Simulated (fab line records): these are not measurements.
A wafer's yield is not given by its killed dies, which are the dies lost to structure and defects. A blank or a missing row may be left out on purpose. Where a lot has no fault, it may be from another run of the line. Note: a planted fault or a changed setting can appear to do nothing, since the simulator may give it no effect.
fab line records	flow n5-finfet
record: lots: 7	wafers: 39
route steps=1938 shown BEOL_M11@1578 PASS1_CAP@1874
start-h: hours from the record's opening day to when the first of the lot's shown wafers began	wait-h: how many hours have passed since the lot's step before this one	" identical to the entry in the row above	L1.1+2: a single row standing in for several wafers	- either no value or no given start	* or withheld: withheld	< > ~ a bound
route shown NAME@n: NAME is a module with steps in the file, n the number in the route of the first one	usual: mean/standard deviation taken from wafers without a fault	same: alike in all rows	chamber/n: place in a boat	sites: the reading at each site	_std_site: their standard deviation	_edge_site: inner sites' mean taken away from outer sites' mean	radius-mm: for every site, how far away it sits from the centre of the wafer	mask NAME#n: copy n	behind: the tool/chamber that last shaped the wafer	hold: why the lot was held/for how many hours/how that ended	device: the transistor (n, p or np) that didn't switch	end of line: tests run on the same wafers once the route is complete	for a step that has no rows: nothing shown but its recipe	killed: at the first sort, the dies lost to defects and structure; wafer yield is something else	map: a wafer's dies, marking killed ones x, the rest . and places with no die _
set.NAME: setting as actually run; set.NAME@STEP: the setting as run at that earlier step	model.NAME: the simulator's own value behind a step, which no gauge read
one table per step and one row per wafer, for lots whose settings were changed on purpose
== steps ==
step: N5_BEOL_M11_TRENCH_ETCH_37
recipe: chemistry: C4F6/O2	target-depth-a: 1488.3	target: SiCOH_lowk	time-s: 48	ion-energy-ev: 250	pressure-mtorr: 30	source-w: 345	bias-w: 185	Ar_flow_sccm: 300	C4F6_flow_sccm: 10	O2_flow_sccm: 10
lot.wafer	tool	chamber	start-h	wait-h	set.time-s	model.etch.depth-nm	model.BEOL_M11.feature-depth-nm	model.TiN_of_BEOL_M11_HM_DEP_02.thk-nm
L076.1	rie-diel-02	3	-	-	28.08	86.27	86.2	17.8
L076.2	"	1	"	"	48	148.6	148.6	16.2
L076.3	"	2	"	"	48	146.5	146.6	16.4
L076.4	"	0	"	"	48	155.1	155	16
L076.5	"	0	"	"	28.08	90.39	90.4	17.8
L076.6	"	3	"	"	28.08	86.73	86.8	17.8
L082.1	rie-diel-04	0	-	-	48	149.9	150	16.4
L082.2	"	1	"	"	48	152.4	152.4	16.2
L082.3	"	3	"	"	48	146.9	147	16.6
L082.4	"	1	"	"	48	151.4	151.4	16.4
L082.5	"	3	"	"	48	145.9	146	16.6
L082.6	"	0	"	"	48	150.5	150.4	16.2
L081.1	rie-diel-05	0	-	-	70.3	221.2	221.2	14.2
L081.2	"	3	"	"	48	146.6	146.6	16.2
L081.3	"	2	"	"	48	147	147	16.2
L081.4	"	1	"	"	70.3	217.4	217.4	14.6
L081.5	"	3	"	"	70.3	214.5	214.4	14.4
L081.6	"	2	"	"	48	147.3	147.4	16.4
L085.1	rie-diel-05	0	-	-	48	147.3	147.4	15.8
L085.2	"	2	"	"	48	146	146	16.2
L085.3	"	1	"	"	48	145.2	145.2	16.2
L085.4	"	3	"	"	48	145.4	145.4	16.2
L085.5	"	1	"	"	48	146.3	146.2	16
L085.6	"	2	"	"	48	146.1	146	16.2
L091.3	rie-diel-05	3	-	-	48	144.6	144.6	16
L091.5	"	2	"	"	48	146	146	16.2
L091.6	"	1	"	"	48	144.5	144.4	16.2
L094.1	rie-diel-02	3	-	-	38.98	116.3	116.4	17
L094.2	"	2	"	"	48	144.6	144.6	16.2
L094.3	"	0	"	"	38.98	124.4	124.4	16.8
L094.4	"	1	"	"	38.98	120.6	120.6	17
L094.5	"	2	"	"	48	143.6	143.6	16
L094.6	"	1	"	"	48	147.3	147.4	16
L095.1	rie-diel-04	0	-	-	24.98	78.18	78.2	18
L095.2	"	1	"	"	24.98	78.24	78.2	18
L095.3	"	2	"	"	48	152.8	152.8	16
L095.4	"	3	"	"	48	147.3	147.4	15.8
L095.5	"	3	"	"	48	147.3	147.4	16.2
L095.6	"	0	"	"	24.98	77.55	77.6	18
step: N5_BEOL_M11_ETCH_41
recipe: chemistry: CH3F/O2	target: SiCN	target-depth-a: 426	taper-deg: 2	time-s: 86	ion-energy-ev: 120	mask-material: TiN	pressure-mtorr: 30	source-w: 395	bias-w: 75	Ar_flow_sccm: 150	CH3F_flow_sccm: 30	O2_flow_sccm: 20
step: N5_BEOL_M11_STRIP_77
recipe: chemistry: N2/H2	time-s: 10	power-w: 450	temp-c: 40	pressure-mtorr: 20	rf-frequency-hz: 6e+07	bias-power-w: 7	n2-flow-sccm: 200	h2-flow-sccm: 200
step: N5_BEOL_M11_OCD_MEAS_38
usual: trench-depth-nm: 147.7/2.9
lot.wafer	tool	chamber	start-h	wait-h	set.time-s@BEOL_M11_TRENCH_ETCH_37	trench-depth-nm
L076.1	ocd-02	-	222.65	-	28.08	86.1
L076.2	"	-	"	"	48	148.5
L076.3	"	-	"	"	48	146.6
L076.4	"	-	"	"	48	154.6
L076.5	"	-	"	"	28.08	90.1
L076.6	"	-	"	"	28.08	87.0
L082.1	ocd-02	-	274.06	-	48	150.1
L082.2	"	-	"	"	48	152.2
L082.3	"	-	"	"	48	147.2
L082.4	"	-	"	"	48	151.3
L082.5	"	-	"	"	48	145.6
L082.6	"	-	"	"	48	150.8
L081.1	ocd-01	-	274.57	-	70.3	221.1
L081.2	"	-	"	"	48	146.4
L081.3	"	-	"	"	48	147.2
L081.4	"	-	"	"	70.3	217.8
L081.5	"	-	"	"	70.3	214.9
L081.6	"	-	"	"	48	147.5
L085.1	ocd-02	-	300.22	-	48	147.8
L085.2	"	-	"	"	48	145.6
L085.3	"	-	"	"	48	145.2
L085.4	"	-	"	"	48	145.0
L085.5	"	-	"	"	48	146.7
L085.6	"	-	"	"	48	146.2
L091.3	ocd-01	-	331.47	-	48	143.9
L091.5	"	-	"	"	48	145.7
L091.6	"	-	"	"	48	144.1
L094.1	ocd-01	-	362.80	-	38.98	116.2
L094.2	"	-	"	"	48	144.4
L094.3	"	-	"	"	38.98	124.1
L094.4	"	-	"	"	38.98	120.4
L094.5	"	-	"	"	48	143.3
L094.6	"	-	"	"	48	147.9
L095.1	ocd-02	-	363.27	-	24.98	78.2
L095.2	"	-	"	"	24.98	78.6
L095.3	"	-	"	"	48	152.9
L095.4	"	-	"	"	48	147.4
L095.5	"	-	"	"	48	146.9
L095.6	"	-	"	"	24.98	78.0
step: N5_BEOL_M11_HM_STRIP_39
recipe: chemistry: peroxide-tin-strip	material: TiN	target-depth-a: 250	temp-c: 50	time-s: 158
step: N5_BEOL_M11_SRD_40
recipe: time-s: 30	temp-c: 23	rinse-liquid: diw	dry: ipa-marangoni
step: N5_BEOL_M11_ECD_50
recipe: material: Cu	target-thk-a: 3180
step: N5_BEOL_M11_ANNEAL_51
recipe: temp-c: 225	time-s: 90	ambient: N2
step: N5_BEOL_M11_CMP_52
recipe: stop-on: SiCOH_lowk	t-overpolish-s: 7	down-force-psi: 1	platen-rpm: 50	clearing-platen-down-force-psi: 1.5	clearing-platen-rpm: 50	post-cmp-clean: cu-alkaline	target-thk-nm: 140	clearing-platen-pad-velocity-m-s: 0.99484	pad-velocity-m-s: 0.99484
lot.wafer	tool	chamber	start-h	wait-h	set.time-s@BEOL_M11_TRENCH_ETCH_37	model.Cu_of_BEOL_M11_ECD_50.thk-nm
L076.3	cmp-03	0	225.12	0.2	48	136.8
L076.2	"	1	"	"	48	139.2
L076.4	"	2	"	"	48	146.4
L076.1	"	3	"	"	28.08	77.4
L076.6	"	0	"	"	28.08	79.6
L076.5	"	1	"	"	28.08	81.4
L082.1	cmp-03	3	276.84	0.3	48	141.6
L082.4	"	0	"	"	48	143.6
L082.3	"	1	"	"	48	138
L082.2	"	2	"	"	48	144.6
L082.5	"	3	"	"	48	137.6
L082.6	"	0	"	"	48	141.8
L081.4	cmp-04	1	277.67	0.1	70.3	208.4
L081.2	"	2	"	"	48	135.6
L081.3	"	3	"	"	48	137.4
L081.1	"	0	"	"	70.3	210.8
L081.6	"	1	"	"	48	135
L081.5	"	2	"	"	70.3	204.2
L085.4	cmp-04	2	303.75	0.1	48	136.4
L085.3	"	3	"	"	48	135.4
L085.2	"	0	"	"	48	136.2
L085.1+6	"	1,3	"	"	48	137
L085.5	"	2	"	"	48	136.8
L091.3	cmp-01	1	333.64	0.2	48	135.8
L091.5	"	0	"	"	48	136.4
L091.6	"	1	"	"	48	135.2
L094.2	cmp-03	3	365.04	0.4	48	135.2
L094.4	"	0	"	"	38.98	112.4
L094.1	"	1	"	"	38.98	107.4
L094.3	"	2	"	"	38.98	116
L094.5	"	3	"	"	48	134.2
L094.6	"	0	"	"	48	138
L095.2	cmp-01	1	365.13	0.2	24.98	69.2
L095.4+5	"	2,1	"	"	48	138
L095.1	"	3	"	"	24.98	71.6
L095.3	"	0	"	"	48	143.8
L095.6	"	2	"	"	24.98	68
step: N5_BEOL_M11_THK_MEAS_53
recipe: thk-meas-gauge: xrf	reads: Cu_of_BEOL_M11_ECD_50
usual: M11_THK: 140/3.5
lot.wafer	tool	chamber	start-h	wait-h	set.time-s@BEOL_M11_TRENCH_ETCH_37	M11_THK[nm]
L076.1	film-metro-02	-	225.42	-	28.08	77
L076.2	"	-	"	"	48	139
L076.3	"	-	"	"	48	136
L076.4	"	-	"	"	48	146
L076.5	"	-	"	"	28.08	81
L076.6	"	-	"	"	28.08	80
L082.1	film-metro-02	-	277.15	0.3	48	144
L082.2	"	-	"	"	48	146
L082.3	"	-	"	"	48	139
L082.4	"	-	"	"	48	145
L082.5	"	-	"	"	48	140
L082.6	"	-	"	"	48	144
L081.1	film-metro-02	-	277.96	-	70.3	214
L081.2	"	-	"	"	48	137
L081.3	"	-	"	"	48	139
L081.4	"	-	"	"	70.3	211
L081.5	"	-	"	"	70.3	207
L081.6	"	-	"	"	48	137
L085.1	film-metro-02	-	304.04	-	48	137
L085.2	"	-	"	"	48	137
L085.3	"	-	"	"	48	136
L085.4	"	-	"	"	48	136
L085.5	"	-	"	"	48	138
L085.6	"	-	"	"	48	137
L091.3	film-metro-01	-	333.90	-	48	137
L091.5	"	-	"	"	48	138
L091.6	"	-	"	"	48	136
L094.1	film-metro-01	-	365.34	-	38.98	109
L094.2	"	-	"	"	48	138
L094.3	"	-	"	"	38.98	118
L094.4	"	-	"	"	38.98	114
L094.5	"	-	"	"	48	136
L094.6	"	-	"	"	48	140
L095.1	film-metro-01	-	365.42	-	24.98	72
L095.2	"	-	"	"	24.98	70
L095.3	"	-	"	"	48	145
L095.4	"	-	"	"	48	139
L095.5	"	-	"	"	48	139
L095.6	"	-	"	"	24.98	69
step: N5_BEOL_M11_PRE_CLEAN_55
recipe: gas: NH3	time-s: 15	temp-c: withheld	rf-power-w: 300
step: N5_BEOL_M11_DEP_56
recipe: material: SiCN	target-thk-a: 300	temp-c: withheld	precursor: 3MS/NH3	pressure-torr: 3	rf-w: 675	time-s: 10.5
step: N5_BEOL_M11_RS_MEAS_57
recipe: thk-meas-gauge: four-point-probe	reads: Cu_of_BEOL_M11_ECD_50+Co_of_BEOL_M11_CVD_75+TaN_of_BEOL_M11_ALD_74
usual: M11_RS: 0.153/0.0039
lot.wafer	tool	chamber	start-h	wait-h	set.time-s@BEOL_M11_TRENCH_ETCH_37	M11_RS[ohm/sq]
L076.1	film-metro-01	-	225.54	0.0	28.08	0.296
L076.2	"	-	"	"	48	0.151
L076.3	"	-	"	"	48	0.154
L076.4	"	-	"	"	48	0.143
L076.5	"	-	"	"	28.08	0.279
L076.6	"	-	"	"	28.08	0.287
L082.1	film-metro-01	-	277.28	0.0	48	0.149
L082.2	"	-	"	"	48	0.145
L082.3	"	-	"	"	48	0.153
L082.4	"	-	"	"	48	0.146
L082.5	"	-	"	"	48	0.154
L082.6	"	-	"	"	48	0.148
L081.1	film-metro-02	-	278.09	0.0	70.3	0.097
L081.2	"	-	"	"	48	0.156
L081.3	"	-	"	"	48	0.154
L081.4	"	-	"	"	70.3	0.098
L081.5	"	-	"	"	70.3	0.100
L081.6	"	-	"	"	48	0.157
L085.1	film-metro-02	-	304.17	0.1	48	0.154
L085.2	"	-	"	"	48	0.156
L085.3	"	-	"	"	48	0.156
L085.4	"	-	"	"	48	0.155
L085.5	"	-	"	"	48	0.155
L085.6	"	-	"	"	48	0.154
L091.3	film-metro-02	-	334.03	0.0	48	0.156
L091.5	"	-	"	"	48	0.155
L091.6	"	-	"	"	48	0.157
L094.1	film-metro-02	-	365.46	0.0	38.98	0.203
L094.2	"	-	"	"	48	0.157
L094.3	"	-	"	"	38.98	0.186
L094.4	"	-	"	"	38.98	0.193
L094.5	"	-	"	"	48	0.158
L094.6	"	-	"	"	48	0.153
L095.1	film-metro-02	-	365.55	0.0	24.98	0.326
L095.2	"	-	"	"	24.98	0.339
L095.3	"	-	"	"	48	0.146
L095.4	"	-	"	"	48	0.153
L095.5	"	-	"	"	48	0.153
L095.6	"	-	"	"	24.98	0.346
step: N5_PASSIVATION_PECVD_01
recipe: material: SiNx	target-thk-a: 2000	temp-c: 400	precursor: SiH4/NH3/N2	pressure-torr: 4.9	rf-w: 1406	time-s: 43.2
lot.wafer	tool	chamber	start-h	wait-h	set.time-s	model.SiNx_of_PASSIVATION_PECVD_01.thk-nm
L076.1	pecvd-03	0	255.49	0.0	43.2	199.4
L076.2	"	1	"	"	24.78	115
L076.3	"	2	"	"	43.2	196.6
L076.4	"	1	"	"	24.78	115.8
L076.5	"	0	"	"	43.2	200.6
L076.6	"	2	"	"	24.78	114.8
L082.1	pecvd-02	1	305.25	0.0	43.2	202.4
L082.2	"	2	"	"	43.2	199.4
L082.3	"	0	"	"	28.78	135
L082.4+5	"	0,2	"	"	28.78	134.2
L082.6	"	1	"	"	43.2	202.2
L081.1	pecvd-03	1	306.54	0.0	43.2	195.6
L081.2	"	2	"	"	43.2	198.2
L081.3	"	0	"	"	43.2	196.2
L081.4	"	2	"	"	43.2	202.8
L081.5	"	1	"	"	43.2	202.2
L081.6	"	0	"	"	43.2	199.8
L085.1	pecvd-02	0	331.32	0.0	43.2	199
L085.2	"	1	"	"	35.29	163
L085.3	"	2	"	"	43.2	197
L085.4	"	2	"	"	43.2	198.2
L085.5	"	0	"	"	35.29	166
L085.6	"	1	"	"	35.29	164.6
L091.3	pecvd-03	2	367.54	0.0	43.2	194.6
L091.5	"	0	"	"	43.2	198
L091.6	"	2	"	"	43.2	202
L094.1	pecvd-01	0	395.60	0.0	43.2	198
L094.2	"	2	"	"	43.2	194
L094.3	"	0	"	"	43.2	200.6
L094.4+5	"	2	"	"	43.2	196.4
L094.6	"	0	"	"	43.2	199.6
L095.1	pecvd-03	2	395.62	0.0	32.59	149.4
L095.2	"	0	"	"	43.2	199
L095.3	"	1	"	"	32.59	150.2
L095.4	"	1	"	"	43.2	199.4
L095.5	"	2	"	"	43.2	205
L095.6	"	0	"	"	32.59	152.6
== key ==
split: step: N5_BEOL_M11_TRENCH_ETCH_37	setting: time-s	stated: 48	by: wafer
response: step: N5_BEOL_M11_TRENCH_ETCH_37	reading: model.etch.depth-nm	change: +1.49	per: 1%	r: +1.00
response: step: N5_BEOL_M11_TRENCH_ETCH_37	reading: model.BEOL_M11.feature-depth-nm	change: +1.49	per: 1%	r: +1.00
response: step: N5_BEOL_M11_TRENCH_ETCH_37	reading: model.TiN_of_BEOL_M11_HM_DEP_02.thk-nm	change: -0.0406	per: 1%	r: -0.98
response: step: N5_BEOL_M11_OCD_MEAS_38	reading: trench-depth-nm	change: +1.49	per: 1%	r: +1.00
response: step: N5_BEOL_M11_CMP_52	reading: model.Cu_of_BEOL_M11_ECD_50.thk-nm	change: +1.48	per: 1%	r: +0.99
response: step: N5_BEOL_M11_THK_MEAS_53	reading: M11_THK	change: +1.5	per: 1%	r: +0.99
response: step: N5_BEOL_M11_RS_MEAS_57	reading: M11_RS	change: -0.00276	per: 1%	r: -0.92
split: step: N5_PASSIVATION_PECVD_01	setting: time-s	stated: 43.2	by: wafer
response: step: N5_PASSIVATION_PECVD_01	reading: model.SiNx_of_PASSIVATION_PECVD_01.thk-nm	change: +1.98	per: 1%	r: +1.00
